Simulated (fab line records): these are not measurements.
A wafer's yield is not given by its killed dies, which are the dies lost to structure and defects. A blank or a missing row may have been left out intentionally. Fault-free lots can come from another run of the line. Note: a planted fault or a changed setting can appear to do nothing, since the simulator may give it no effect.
fab line records ; flow n5_finfet
record lots=6; wafers=16; last_day=18
route steps=1938 shown BEOL_M0_SAQP@644 BEOL_M4@1111 PASSIVATION@1936
lots untouched by any fault: they come from a run of this same line in which no faults occurred
start_h: the number of hours between the record's first day and the start of the first shown wafer of the lot ; wait_h: how many hours have passed since the lot's step before this one ; " identical to the entry in the row above ; L1.1+2: a single row standing in for several wafers ; - value missing, or start not given ; * or withheld: withheld ; < > ~ a bound
route shown NAME@n: a module of which the file shows steps, and the number in the route of the first ; usual: the fault-free wafers' mean and standard deviation ; same: alike in all rows ; chamber/n: place in a boat ; sites: the reading at each site ; _std_site: how widely they spread, as a standard deviation ; _edge_site: inner sites' mean taken away from outer sites' mean ; radius_mm: how far each site lies from the wafer's centre ; mask NAME#n: copy n ; behind: the last tool/chamber to shape the wafer ; hold: reason for holding the lot/hours on hold/outcome of the hold ; device: which transistor (n, p or np) failed to switch ; end of line: tests run on the same wafers once the route is complete ; where a step has no rows: the recipe by itself ; killed: not the wafer's yield, but the dies lost to structure and defects at the first sort ; map: a wafer's dies, marking killed ones x, the rest . and places with no die _
set.NAME: the setting the step ran with; set.NAME@STEP: the setting that earlier step ran with ; model.NAME: the simulator's own value behind a step, which no gauge read
certain route steps with their lots: each step a table, each wafer a row
services: when a tool's chamber went out of use (start_h, in hours from the record's first day, below 0 if earlier), for how many hours, and the reason
## steps
# step N5_BEOL_M0_SAQP_EBR_10
# recipe solvent=PGMEA; ebr_width_mm=1.5
# step N5_BEOL_M0_SAQP_SOFTBAKE_09
# recipe temp_c=110; time_s=60; resist=CAR-ArF
# step N5_BEOL_M0_SAQP_EXPOSE_11
# recipe mask_id=M0_CORE; na=1.35; source_shape=dipole; sigma_inner=0.538; sigma_outer=0.738; polarization=te; target_cd_nm=42; dose_mj=55
# step N5_BEOL_M0_SAQP_PEB_12
# recipe peb_temp_c=withheld; peb_time_s=60; resist=CAR-ArF
# step N5_BEOL_M0_SAQP_DEVELOP_13
# recipe develop_time_s=30; developer=TMAH; resist=CAR-ArF; dev_temp_c=23; rinse_liquid=diw; dry=air_spin
# step N5_BEOL_M0_SAQP_CD_MEAS_14
# recipe target_cd_nm=42.5; landing_energy_ev=500; detector=se_inlens
# usual cd_nm=42.5/0.39
# same landing_energy_ev=500
lot.wafer;tool;chamber;start_h;wait_h;cd_nm
L125.3;cd_sem-03;0;117.78;-;41.7
L125.4;cd_sem-03;0;117.78;-;42.5
L125.5;cd_sem-03;0;117.78;-;41.8
L129.2;cd_sem-02;0;140.23;-;42.9
L129.3;cd_sem-02;0;140.23;-;42.7
L129.5;cd_sem-02;0;140.23;-;42.6
L131.2;cd_sem-02;0;149.86;-;42.9
L131.4;cd_sem-02;0;149.86;-;43.3
L131.5;cd_sem-02;0;149.86;-;43.2
L133.2;cd_sem-02;0;161.46;-;42.1
L133.3;cd_sem-02;0;161.46;-;42.3
L133.6;cd_sem-02;0;161.46;-;42.8
L144.4;cd_sem-03;0;227.44;-;42.1
L144.5;cd_sem-03;0;227.44;-;42.6
L145.1;cd_sem-03;0;228.15;-;41.9
L145.4;cd_sem-03;0;228.15;-;42.5
# step N5_BEOL_M0_SAQP_OVL_MEAS_15
# recipe points_per_wafer=44
# usual M0_CORE_OVL=0.2/0.73
lot.wafer;tool;chamber;start_h;wait_h;M0_CORE_OVL[nm]
L125.3;overlay-02;0;117.81;0.0;-0.1
L125.4;overlay-02;0;117.81;0.0;0.2
L125.5;overlay-02;0;117.81;0.0;0.2
L129.2;overlay-01;0;140.26;0.0;-0.1
L129.3;overlay-01;0;140.26;0.0;0.5
L129.5;overlay-01;0;140.26;0.0;1.5
L131.2;overlay-01;0;149.89;0.0;-0.7
L131.4;overlay-01;0;149.89;0.0;0.0
L131.5;overlay-01;0;149.89;0.0;-0.3
L133.2;overlay-01;0;161.49;0.0;-0.9
L133.3;overlay-01;0;161.49;0.0;0.6
L133.6;overlay-01;0;161.49;0.0;-0.1
L144.4;overlay-01;0;227.46;0.0;-1.3
L144.5;overlay-01;0;227.46;0.0;-1.3
L145.1;overlay-02;0;228.18;0.0;0.1
L145.4;overlay-02;0;228.18;0.0;1.4
# step N5_BEOL_M0_SAQP_INSPECT_16
# recipe mode=adi; inspect_instrument=brightfield
# usual raw_defect_count=496/130
lot.wafer;tool;chamber;start_h;wait_h;raw_defect_count
L125.3;defect_inspect-02;-;117.83;0.0;458
L125.4;defect_inspect-02;-;117.83;0.0;303
L125.5;defect_inspect-02;-;117.83;0.0;274
L129.2;defect_inspect-01;-;140.28;0.0;395
L129.3;defect_inspect-01;-;140.28;0.0;506
L129.5;defect_inspect-01;-;140.28;0.0;391
L131.2;defect_inspect-01;-;149.91;0.0;763
L131.4;defect_inspect-01;-;149.91;0.0;397
L131.5;defect_inspect-01;-;149.91;0.0;405
L133.2;defect_inspect-01;-;161.51;0.0;542
L133.3;defect_inspect-01;-;161.51;0.0;514
L133.6;defect_inspect-01;-;161.51;0.0;415
L144.4;defect_inspect-01;-;227.49;0.0;339
L144.5;defect_inspect-01;-;227.49;0.0;420
L145.1;defect_inspect-02;-;228.21;0.0;592
L145.4;defect_inspect-02;-;228.21;0.0;671
# step N5_BEOL_M0_SAQP_DESCUM_19
# recipe chemistry=O2; time_s=7.9; source_power_w=50; bias_power_w=20; pressure_mtorr=20; rf_frequency_hz=2.712e+07; temp_c=40; resist=CAR-ArF; o2_flow_sccm=225
# step N5_BEOL_M0_SAQP_ETCH_83
# recipe chemistry=CF4; target=SiARC; target_depth_a=390; mask_material=CAR-ArF; time_s=65; ion_energy_ev=80; pressure_mtorr=40; source_w=545; bias_w=36; Ar_flow_sccm=100; cf4_flow_sccm=100; ends=cleared
# usual drypump_motor_current_A=5.6/0.44; etch_rf_on_time_s=65.0/1.7; oes_product_au=0.65/0.056; rf_vpp_V=184.1/1.1; showerhead_plenum_p_Torr=2.15/0.054; throttle_valve_pct=15.66/0.24
lot.wafer;tool;chamber;start_h;wait_h;drypump_motor_current_A;etch_rf_on_time_s;oes_product_au;rf_hours_counter_h;rf_vpp_V;showerhead_plenum_p_Torr;throttle_valve_pct
L125.3;rie_diel-05;0;117.90;0.0;5.3;62.9;0.75;65;182.1;2.09;15.28
L125.4;rie_diel-05;3;117.90;0.0;5.1;65.9;0.60;224;184.4;2.14;15.98
L125.5;rie_diel-05;3;117.90;0.0;5.1;65.7;0.60;-;183.4;2.14;15.96
L129.2;rie_diel-06;2;140.35;0.0;5.6;65.1;0.65;165;185.3;2.23;15.64
L129.3;rie_diel-06;0;140.35;0.0;5.2;65.5;0.69;100;182.2;2.08;15.78
L129.5;rie_diel-06;3;140.35;0.0;5.7;67.3;0.62;-;184.3;2.22;15.76
L131.2;rie_diel-05;3;149.98;0.0;5.1;66.0;0.59;233;183.8;2.13;15.99
L131.4;rie_diel-05;1;149.98;0.0;5.6;62.4;0.63;203;183.4;2.20;15.59
L131.5;rie_diel-05;0;149.98;0.0;5.3;63.5;0.73;-;184.0;2.09;15.27
L133.2;rie_diel-06;3;161.59;0.0;5.6;67.2;0.61;177;185.2;2.22;15.76
L133.3;rie_diel-06;1;161.59;0.0;6.6;64.5;0.58;221;185.7;2.12;15.72
L133.6;rie_diel-06;3;161.59;0.0;5.6;66.9;0.62;-;184.3;2.22;15.76
L144.4;rie_diel-06;2;227.56;0.0;5.6;65.7;0.62;187;185.3;2.22;15.65
L144.5;rie_diel-06;1;227.56;0.0;6.6;65.6;0.56;-;182.6;2.11;15.75
L145.1;rie_diel-06;1;228.27;0.0;6.5;65.0;0.58;238;183.4;2.11;15.75
L145.4;rie_diel-06;0;228.27;0.0;5.2;65.0;0.67;122;183.9;2.08;15.84
# step N5_BEOL_M0_SAQP_ETCH_84
# recipe chemistry=N2/H2; target=SOC; target_depth_a=1000; overetch_a=200; mask_material=SiARC; temp_c=40; time_s=150; ion_energy_ev=200; pressure_mtorr=30; source_w=840; bias_w=150; n2_flow_sccm=200; h2_flow_sccm=200
# usual drypump_motor_current_A=5.6/0.44; oes_product_au=0.68/0.056; rf_vpp_V=524.2/2; showerhead_plenum_p_Torr=2.55/0.07; throttle_valve_pct=17.86/0.26
lot.wafer;tool;chamber;start_h;wait_h;drypump_motor_current_A;oes_product_au;rf_hours_counter_h;rf_vpp_V;showerhead_plenum_p_Torr;throttle_valve_pct
L125.3;rie_diel-05;0;117.95;0.0;5.2;0.77;65;523.1;2.46;17.21
L125.4;rie_diel-05;3;117.95;0.0;5.1;0.63;224;522.3;2.50;18.07
L125.5;rie_diel-05;3;117.95;0.0;5.1;0.63;-;523.9;2.50;18.07
L129.2;rie_diel-06;2;140.40;0.0;5.6;0.68;165;525.9;2.64;17.93
L129.3;rie_diel-06;0;140.40;0.0;5.1;0.72;100;520.9;2.47;18.07
L129.5;rie_diel-06;3;140.40;0.0;5.6;0.66;-;527.3;2.64;17.92
L131.2;rie_diel-05;3;150.03;0.0;5.1;0.62;233;522.6;2.49;18.07
L131.4;rie_diel-05;1;150.03;0.0;5.6;0.64;203;525.1;2.63;17.75
L131.5;rie_diel-05;0;150.03;0.0;5.3;0.75;-;521.6;2.45;17.22
L133.2;rie_diel-06;3;161.64;0.0;5.7;0.66;177;526.3;2.63;17.93
L133.3;rie_diel-06;1;161.64;0.0;6.5;0.62;221;524.6;2.53;18.05
L133.6;rie_diel-06;3;161.64;0.0;5.7;0.66;-;527.8;2.63;17.92
L144.4;rie_diel-06;2;227.61;0.0;5.6;0.66;187;526.4;2.63;17.97
L144.5;rie_diel-06;1;227.61;0.0;6.6;0.61;-;523.0;2.53;18.10
L145.1;rie_diel-06;1;228.32;0.0;6.6;0.60;238;523.8;2.53;18.10
L145.4;rie_diel-06;0;228.32;0.0;5.2;0.70;122;520.7;2.46;18.10
# step N5_BEOL_M0_SAQP_STRIP_80
# recipe chemistry=N2/H2; temp_c=40; n2_flow_sccm=200; h2_flow_sccm=200; rf_frequency_hz=6e+07
# step N5_BEOL_M0_SAQP_HM_OPEN_112
# recipe chemistry=CHF3/O2; target=SiO2; stop_on=a-Si; target_depth_a=120; over_etch_frac=1.25; mask_material=SOC; time_s=13.5; pressure_mtorr=30; source_w=650; bias_w=170; Ar_flow_sccm=200; CHF3_flow_sccm=50; O2_flow_sccm=5; ion_energy_ev=200; ends=end_point
# usual drypump_motor_current_A=5.6/0.44; oes_product_au=0.50/0.04; over_etch_frac=1.25/0; rf_vpp_V=525/9.5; showerhead_plenum_p_Torr=2.42/0.062; throttle_valve_pct=18.86/0.23
lot.wafer;tool;chamber;start_h;wait_h;drypump_motor_current_A;oes_product_au;over_etch_frac;rf_hours_counter_h;rf_vpp_V;showerhead_plenum_p_Torr;throttle_valve_pct;model.SiARC_of_BEOL_M0_SAQP_COAT_82.thk_nm;model.a-Si_of_BEOL_M0_SAQP_PECVD_04.thk_nm
L125.3;rie_diel-05;0;118.06;0.0;5.2;0.56;1.25;65;509;2.37;18.55;4.8;59.4
L125.4;rie_diel-05;3;118.06;0.0;5.1;0.46;1.25;224;525;2.40;19.16;5.6;60
L125.5;rie_diel-05;3;118.06;0.0;5.1;0.46;1.25;-;525;2.40;19.16;5.4;60.8
L129.2;rie_diel-06;2;140.51;0.0;5.6;0.49;1.25;165;522;2.52;18.91;5.2;59.8
L129.3;rie_diel-06;0;140.51;0.0;5.2;0.53;1.25;100;540;2.35;19.11;4.6;60.4
L129.5;rie_diel-06;3;140.51;0.0;5.7;0.48;1.25;-;522;2.49;18.92;6.2;60.4
L131.2;rie_diel-05;3;150.14;0.0;5.0;0.46;1.25;233;524;2.39;19.16;5.8;58.6
L131.4;rie_diel-05;1;150.14;0.0;5.6;0.48;1.25;204;526;2.47;18.72;4.8;59.8
L131.5;rie_diel-05;0;150.14;0.0;5.3;0.55;1.25;-;510;2.37;18.58;5;59.8
L133.2;rie_diel-06;3;161.75;0.0;5.6;0.48;1.25;177;521;2.49;18.94;5.8;60.6
L133.3;rie_diel-06;1;161.75;0.0;6.5;0.45;1.25;221;530;2.36;18.79;5;59.6
L133.6;rie_diel-06;3;161.75;0.0;5.7;0.49;1.25;-;522;2.49;18.93;6;60.4
L144.4;rie_diel-06;2;227.71;0.0;5.6;0.48;1.25;187;522;2.51;18.94;5.2;61.4
L144.5;rie_diel-06;1;227.71;0.0;6.6;0.40;1.8982;-;531;2.35;18.80;0;59.8
L145.1;rie_diel-06;1;228.43;0.0;6.5;0.40;1.8982;238;530;2.35;18.80;0;58.8
L145.4;rie_diel-06;0;228.43;0.0;5.2;0.51;1.25;122;539;2.34;19.11;4.6;60.4
# step N5_BEOL_M0_SAQP_STRIP_113
# recipe chemistry=CHF3/O2; resist=SiARC; rf_frequency_hz=6e+07
# step N5_BEOL_M0_SAQP_MANDREL_ETCH_20
# recipe target_depth_a=600; chemistry=HBr/Cl2; target=a-Si; stop_on=SiNx; bt_time_s=10; mask_material=SOC; over_etch_frac=0.5; time_s=30; pressure_mtorr=10; icp_w=800; bias_w=75; HBr_flow_sccm=150; Cl2_flow_sccm=80; ends=end_point
# usual drypump_motor_current_A=5.8/0.43; oes_product_au=0.775/0.0098; throttle_valve_pct=35.46/0.19
lot.wafer;tool;chamber;start_h;wait_h;drypump_motor_current_A;oes_product_au;rf_hours_counter_h;throttle_valve_pct;model.etch.depth_nm
L125.3;rie_si-01;0;118.14;0.0;5.8;0.761;93;35.40;59.48
L125.4;rie_si-01;1;118.14;0.0;5.8;0.773;86;35.49;60.01
L125.5;rie_si-01;3;118.14;0.0;6.3;0.773;-;35.46;60.86
L129.2;rie_si-02;0;140.59;0.0;5.8;0.788;45;35.53;59.78
L129.3;rie_si-02;1;140.59;0.0;6.4;0.771;58;35.85;60.43
L129.5;rie_si-02;0;140.59;0.0;5.8;0.793;-;35.50;60.35
L131.2;rie_si-01;2;150.22;0.0;6.2;0.760;143;35.68;58.69
L131.4;rie_si-01;3;150.22;0.0;6.3;0.760;34;35.48;59.71
L131.5;rie_si-01;0;150.22;0.0;5.8;0.771;-;35.38;59.86
L133.2;rie_si-02;1;161.83;0.0;6.4;0.777;58;35.85;60.7
L133.3;rie_si-02;2;161.83;0.0;4.9;0.765;31;35.40;59.52
L133.6;rie_si-02;2;161.83;0.0;4.9;0.764;-;35.38;60.39
L144.4;rie_si-02;3;227.80;0.0;5.8;0.774;128;35.44;61.43
L144.5;rie_si-02;2;227.80;0.0;4.9;0.771;-;35.39;59.87
L145.1;rie_si-01;3;228.51;0.0;6.3;0.750;36;35.49;58.87
L145.4;rie_si-01;2;228.51;0.0;6.2;0.770;145;35.65;60.42
# step N5_BEOL_M0_SAQP_STRIP_86
# recipe chemistry=N2/H2; power_w=500; temp_c=40; pressure_mtorr=50; rf_frequency_hz=6e+07; overash_fraction=0.3; bias_power_w=28; h2_frac=0.5; n2_flow_sccm=300; h2_flow_sccm=300
# step N5_BEOL_M0_SAQP_STRIP_115
# recipe chemistry=post_etch_residue_remover; time_s=60; temp_c=25; remover_ph=withheld; remover_water_wt_pct=withheld; remover_fluoride_wt_pct=withheld
# step N5_BEOL_M0_SAQP_SRD_93
# recipe dry=ipa_marangoni; time_s=30; temp_c=23; rinse_liquid=diw
# step N5_BEOL_M0_SAQP_RECESS_114
# recipe chemistry=HF/NH3; target=SiO2; target_depth_a=144; afs_cycles=3; temp_c=30; sublimation_temp_c=180; sublimation_time_s=60
# usual drypump_motor_current_A=5.8/0.3
lot.wafer;tool;chamber;start_h;wait_h;drypump_motor_current_A
L125.3;vapor_etch-01;1;118.49;0.1;5.7
L125.4;vapor_etch-01;0;118.49;0.1;6.2
L125.5;vapor_etch-01;1;118.49;0.1;5.7
L129.2;vapor_etch-02;1;140.82;0.0;5.8
L129.3;vapor_etch-02;1;140.82;0.0;5.8
L129.5;vapor_etch-02;0;140.82;0.0;5.4
L131.2;vapor_etch-01;0;150.45;0.0;6.2
L131.4;vapor_etch-01;1;150.45;0.0;5.7
L131.5;vapor_etch-01;1;150.45;0.0;5.7
L133.2;vapor_etch-02;1;162.28;0.0;5.8
L133.3;vapor_etch-02;1;162.28;0.0;5.9
L133.6;vapor_etch-02;1;162.28;0.0;5.9
L144.4;vapor_etch-02;0;228.15;0.1;5.4
L144.5;vapor_etch-02;0;228.15;0.1;5.4
L145.1;vapor_etch-01;1;228.75;0.0;5.7
L145.4;vapor_etch-01;0;228.75;0.0;6.2
# step N5_BEOL_M0_SAQP_SPACER1_ALD_98
# recipe material=SiO2; target_thk_a=128; temp_c=300; ald_precursor_family=BDEAS; ald_co_reactant=O2-plasma; pulse_time_s=1; purge_time_s=2; co_reactant_purge_time_s=2; ald_cycles=138; pressure_torr=2
# usual heater_power_outer_w=271/32; heater_power_w=486/64; precursor_pulse_height_rel=1.000/0.018; susceptor_temp_C=299.99/0.2
# same co_reactant_purge_time_s=2
lot.wafer;tool;chamber;start_h;wait_h;heater_power_outer_w;heater_power_w;precursor_pulse_height_rel;since_wet_clean_h;susceptor_temp_C
L125.3;ald_sin-01;0;118.75;0.1;240;450;1.016;17;300.00
L125.4;ald_sin-01;3;118.75;0.1;265;477;1.028;17;300.04
L125.5;ald_sin-01;0;118.75;0.1;241;444;0.982;-;299.89
L129.2;ald_sin-03;0;141.20;0.3;279;522;0.991;134;300.01
L129.3;ald_sin-03;2;141.20;0.3;286;492;1.010;134;300.06
L129.5;ald_sin-03;0;141.20;0.3;279;521;1.023;-;300.07
L131.2;ald_sin-03;3;150.83;0.3;255;459;1.020;143;300.11
L131.4;ald_sin-03;0;150.83;0.3;282;530;0.990;-;299.90
L131.5;ald_sin-03;2;150.83;0.3;292;489;0.993;-;300.12
L133.2;ald_sin-01;2;162.66;0.3;274;469;1.003;61;300.17
L133.3;ald_sin-01;3;162.66;0.3;266;472;0.993;61;299.85
L133.6;ald_sin-01;0;162.66;0.3;244;437;0.943;-;300.14
L144.4;ald_sin-02;1;228.41;0.1;253;435;1.000;326;300.15
L144.5;ald_sin-02;2;228.41;0.1;350;640;1.059;-;299.80
L145.1;ald_sin-02;2;229.13;0.3;347;643;0.990;327;299.93
L145.4;ald_sin-02;0;229.13;0.3;274;503;1.016;327;300.10
# step N5_BEOL_M0_SAQP_SPACER1_ETCHBACK_99
# recipe chemistry=CHF3/O2; mode=anisotropic_etchback; target=SiO2; target_depth_a=154; time_s=7.7; pressure_mtorr=30; source_w=650; bias_w=170; Ar_flow_sccm=200; CHF3_flow_sccm=50; O2_flow_sccm=5; ion_energy_ev=200
# usual drypump_motor_current_A=5.7/0.43; oes_product_au=0.77/0.076; rf_vpp_V=524/9.1; showerhead_plenum_p_Torr=2.41/0.063; throttle_valve_pct=18.90/0.22
lot.wafer;tool;chamber;start_h;wait_h;drypump_motor_current_A;oes_product_au;rf_hours_counter_h;rf_vpp_V;showerhead_plenum_p_Torr;throttle_valve_pct;model.a-Si_of_BEOL_M0_SAQP_PECVD_04.thk_nm
L125.3;rie_diel-05;0;119.23;0.3;5.3;0.86;65;510;2.37;18.65;58.8
L125.4;rie_diel-05;2;119.23;0.3;6.2;0.88;43;541;2.44;18.51;59.4
L125.5;rie_diel-05;2;119.23;0.3;6.2;0.88;-;540;2.44;18.48;60.2
L129.2;rie_diel-05;2;141.68;0.3;6.2;0.87;49;540;2.44;18.51;59.2
L129.3;rie_diel-05;1;141.68;0.3;5.6;0.73;201;525;2.47;18.78;59.8
L129.5;rie_diel-05;0;141.68;0.3;5.2;0.85;-;511;2.37;18.65;59.8
L131.2;rie_diel-02;2;151.31;0.3;6.1;0.78;148;522;2.40;18.82;58
L131.4;rie_diel-02;0;151.31;0.3;5.1;0.71;-;530;2.51;19.32;59.2
L131.5;rie_diel-02;1;151.31;0.3;5.6;0.86;-;510;2.35;18.87;59.2
L133.2;rie_diel-02;2;163.14;0.3;6.0;0.77;151;525;2.40;18.82;60
L133.3;rie_diel-02;0;163.14;0.3;5.1;0.71;189;531;2.51;19.33;59
L133.6;rie_diel-02;1;163.14;0.3;5.6;0.85;-;511;2.34;18.87;59.8
L144.4;rie_diel-06;1;228.89;0.3;6.5;0.68;238;529;2.35;18.88;60.8
L144.5;rie_diel-06;2;228.89;0.3;5.7;0.73;-;522;2.51;18.97;59.2
L145.1;rie_diel-05;2;229.61;0.3;6.2;0.84;70;540;2.43;18.54;58.2
L145.4;rie_diel-05;1;229.61;0.3;5.6;0.71;-;523;2.47;18.81;59.8
# step N5_BEOL_M0_SAQP_MANDREL1_REMOVE_100
# recipe chemistry=HBr/Cl2/O2; bt_time_s=10; target=a-Si; stop_on=SiNx; endpoint=OES-SiCl; over_etch_frac=0.85; icp_w=600; bias_w=30; HBr_flow_sccm=150; Cl2_flow_sccm=80; O2_flow_sccm=5; pressure_mtorr=10
# usual drypump_motor_current_A=5.9/0.36; oes_product_au=0.999/0.015; throttle_valve_pct=36.73/0.19
lot.wafer;tool;chamber;start_h;wait_h;drypump_motor_current_A;oes_product_au;rf_hours_counter_h;throttle_valve_pct
L125.3;rie_si-01;0;119.31;0.1;5.8;1.024;93;36.65
L125.4;rie_si-01;1;119.31;0.1;5.8;1.019;86;36.76
L125.5;rie_si-01;2;119.31;0.1;6.2;0.991;-;36.92
L129.2;rie_si-01;3;141.77;0.1;6.3;0.986;34;36.76
L129.3;rie_si-01;0;141.77;0.1;5.8;0.998;94;36.66
L129.5;rie_si-01;3;141.77;0.1;6.3;0.989;-;36.75
L131.2;rie_si-06;1;151.40;0.1;5.3;1.005;1;36.80
L131.4;rie_si-06;0;151.40;0.1;5.9;1.008;8;36.46
L131.5;rie_si-06;0;151.40;0.1;5.9;1.014;-;36.47
L133.2;rie_si-02;1;163.22;0.1;6.4;1.003;58;37.15
L133.3;rie_si-02;0;163.22;0.1;5.8;0.996;45;36.74
L133.6;rie_si-02;0;163.22;0.1;5.8;1.004;-;36.76
L144.4;rie_si-02;0;228.97;0.1;5.8;0.993;47;36.75
L144.5;rie_si-02;3;228.97;0.1;5.8;0.961;-;36.72
L145.1;rie_si-06;0;229.70;0.1;5.9;1.010;9;36.46
L145.4;rie_si-06;2;229.70;0.1;5.2;1.016;87;36.80
# step N5_BEOL_M4_RC_MEAS_101
# usual DIBL_N=36.5/1.9; DIBL_P=36.4/2.2; IOFF_N=0.17/0.034; IOFF_P=0.21/0.036; ION_N=678/12; ION_P=462/7.1; SS_N=71.7/0.61; SS_P=73.4/0.71; VT_N=249/3.5; VT_P=-251/3
lot.wafer;tool;chamber;start_h;wait_h;DIBL_N[mV/V];DIBL_P[mV/V];IOFF_N[nA/um];IOFF_P[nA/um];ION_N[uA/um];ION_P[uA/um];SS_N[mV/dec];SS_P[mV/dec];VT_N[mV];VT_P[mV]
L125.3;prober-02;0;185.66;0.3;37.7;37.4;0.18;0.21;683;463;70.5;73.3;244;-250
L125.4;prober-02;0;185.66;0.3;38.9;38.7;0.19;0.24;687;468;72.2;74.2;247;-246
L125.5;prober-02;0;185.66;0.3;40.3;40.3;0.22;0.27;683;464;71.6;74.4;244;-245
L129.2;prober-02;0;209.56;0.2;39.7;41.1;0.24;0.31;690;470;73.1;75.1;242;-247
L129.3;prober-02;0;209.56;0.2;35.9;35.4;0.16;0.20;673;456;71.1;72.3;250;-251
L129.5;prober-02;0;209.56;0.2;38.7;37.9;0.23;0.26;690;466;71.9;74.1;244;-250
L131.2;prober-02;0;238.22;0.2;36.5;36.4;0.17;0.23;671;466;71.7;73.5;248;-246
L131.4;prober-02;0;238.22;0.2;36.0;35.3;0.16;0.21;675;459;71.6;73.5;248;-253
L131.5;prober-02;0;238.22;0.2;36.5;35.6;0.17;0.22;676;467;71.7;73.3;247;-247
L133.2;prober-01;0;250.03;0.2;38.1;37.9;0.17;0.21;663;458;72.2;73.1;252;-248
L133.3;prober-01;0;250.03;0.2;39.3;40.2;0.21;0.26;692;477;72.7;73.7;245;-249
L133.6;prober-01;0;250.03;0.2;38.5;39.6;0.20;0.23;696;466;72.0;73.6;246;-251
L145.1;prober-01;0;308.03;0.2;37.5;38.5;0.20;0.21;690;465;73.0;74.2;247;-251
L145.4;prober-01;0;308.03;0.2;36.2;37.8;0.18;0.19;694;459;72.1;73.6;249;-253
L144.4;prober-01;0;319.05;0.5;39.7;40.1;0.23;0.30;694;468;72.2;74.4;246;-245
L144.5;prober-01;0;319.05;0.5;36.0;35.4;0.16;0.21;690;459;71.7;73.3;250;-249
# step N5_PASSIVATION_PROBE_49
# usual defect_limited_yield=91.0/1.5; killed_at_M0_to_M3=35/11; killed_at_M4_up=13/5; killed_at_contacts=12/5.9; killed_at_front_end=42/13; killed_at_other=3/3.2; killed_dies=106/18; killed_open=69/13; killed_short=35/8.9; sort_bin_5_function=5.2/0.95; sort_bin_6_memory=3.3/0.71; sort_n_pass=1074/18; sort_yield_pct=91.0/1.5
# same gross_dies=1180; killed_at_back_side=0; sort_bin_4_leakage[%]=0; sort_bin_8_speed[%]=0
lot.wafer;tool;chamber;start_h;wait_h;defect_limited_yield[%];killed_at_M0_to_M3;killed_at_M4_up;killed_at_contacts;killed_at_front_end;killed_at_other;killed_dies;killed_open;killed_short;sort_bin_5_function[%];sort_bin_6_memory[%];sort_n_pass;sort_yield_pct[%]
L125.3;prober-01;-;291.35;0.1;92.1;23;27;6;28;9;93;60;33;4.7;3.0;1087;92.1
L125.4;prober-01;-;291.40;0.2;87.9;40;18;9;67;9;143;89;49;6.7;4.4;1037;87.9
L125.5;prober-01;-;291.45;0.2;88.2;25;19;13;78;4;139;87;51;6.5;4.6;1041;88.2
L145.4;prober-02;-;436.23;0.2;92.6;35;14;4;32;2;87;59;24;4.7;2.2;1093;92.6
# killed by level:class
L125.3 FIN_SAQP:geometric_particle:short=9 BEOL_M4:geometric_particle:open=9 BEOL_M0_SAQP:geometric_particle:short=8 BEOL_M5:geometric_particle:open=7 BEOL_M2:geometric_particle:open=6 BEOL_M5:geometric_particle:short=6 FIN_SAQP:geometric_particle:open=5 MIM_TOP_ETCH:geometric_particle:open=5
L125.4 FIN_SAQP:geometric_particle:open=24 FIN_SAQP:geometric_particle:short=18 MOL_CONTACT_COAG:geometric_particle:open=9 BEOL_M4:geometric_particle:open=9 BEOL_M0_SAQP:geometric_particle:open=8 BEOL_M3:geometric_particle:open=8 DUMMY_GATE:geometric_particle:open=7 BEOL_M0_SAQP:geometric_particle:short=6
L125.5 FIN_SAQP:geometric_particle:open=28 FIN_SAQP:geometric_particle:short=17 STI_FIN_REVEAL:geometric_particle:open=11 MOL_CONTACT_COAG:geometric_particle:open=11 BEOL_M0_SAQP:geometric_particle:open=11 BEOL_M0_SAQP:geometric_particle:short=8 BEOL_M5:geometric_particle:open=7 DUMMY_GATE:geometric_particle:open=5
L145.4 BEOL_M0_SAQP:geometric_particle:open=10 BEOL_M3:geometric_particle:open=10 STI_FIN_REVEAL:geometric_particle:open=7 BEOL_M0_SAQP:geometric_particle:short=7 DUMMY_GATE:geometric_particle:open=5 BEOL_M4:geometric_particle:open=5 FIN_SAQP:geometric_particle:short=3 DUMMY_GATE:geometric_particle:short=3
## services
tool;chamber;start_h;hours;kind
rie_diel-06;-;95.50;1.1;repair
ald_sin-01;0;99.23;18.9;repair
ald_sin-01;1;101.50;-;clean
ald_sin-01;2;101.50;-;clean
ald_sin-01;3;101.50;-;clean
ald_sin-01;2;105.64;5.0;repair
rie_diel-02;0;110.40;10.7;repair
rie_diel-02;-;134.86;0.7;repair
ald_sin-01;0;135.09;3.7;repair
ald_sin-03;1;147.19;7.9;repair
rie_diel-02;3;147.66;-;clean
rie_si-01;1;167.47;8.7;repair
ald_sin-02;1;169.32;4.6;repair
rie_si-02;1;185.99;5.2;repair
vapor_etch-01;1;190.54;18.7;repair
rie_si-06;-;197.51;14.6;pm
rie_diel-02;3;205.74;6.4;repair
rie_diel-02;0;207.35;34.2;repair
ald_sin-03;3;222.60;5.0;repair
rie_diel-05;3;225.33;-;clean
rie_diel-05;3;225.33;-;consumable_replace:focus_ring
rie_diel-05;3;225.33;13.3;scheduled_down
rie_diel-05;3;225.33;13.3;vent_cycle
rie_si-02;-;229.38;2.8;pm
## key
first_sign step=N5_BEOL_M0_SAQP_HM_OPEN_112; reading=over_etch_frac; direction=up; sigmas=99+; usual=1.25; struck=1.8982
effect none on later readings
model_effect step=N5_BEOL_M0_SAQP_HM_OPEN_112; value=SiARC_of_BEOL_M0_SAQP_COAT_82.thk_nm; without=5.2; struck=0
model_effect step=N5_BEOL_M0_SAQP_MANDREL_ETCH_20; value=etch.depth_nm; without=60.9; struck=59.37
model_effect step=N5_BEOL_M0_SAQP_SPACER1_ETCHBACK_99; value=a-Si_of_BEOL_M0_SAQP_PECVD_04.thk_nm; without=60.3; struck=58.7
met_at N5_BEOL_M0_SAQP_HM_OPEN_112
struck_wafers L144.5,L145.1
onset_between 161.75 227.71
fault kind=process_parameter_drift; tool=rie_diel-06; chamber=-; onset_h=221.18; steps=N5_BEOL_M0_SAQP_HM_OPEN_112; channel=over_etch_frac; offset=0.64819; shape=step; end_h=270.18; scope=struck_wafers_only; acts_in=these_recipes_only; stated=1.25
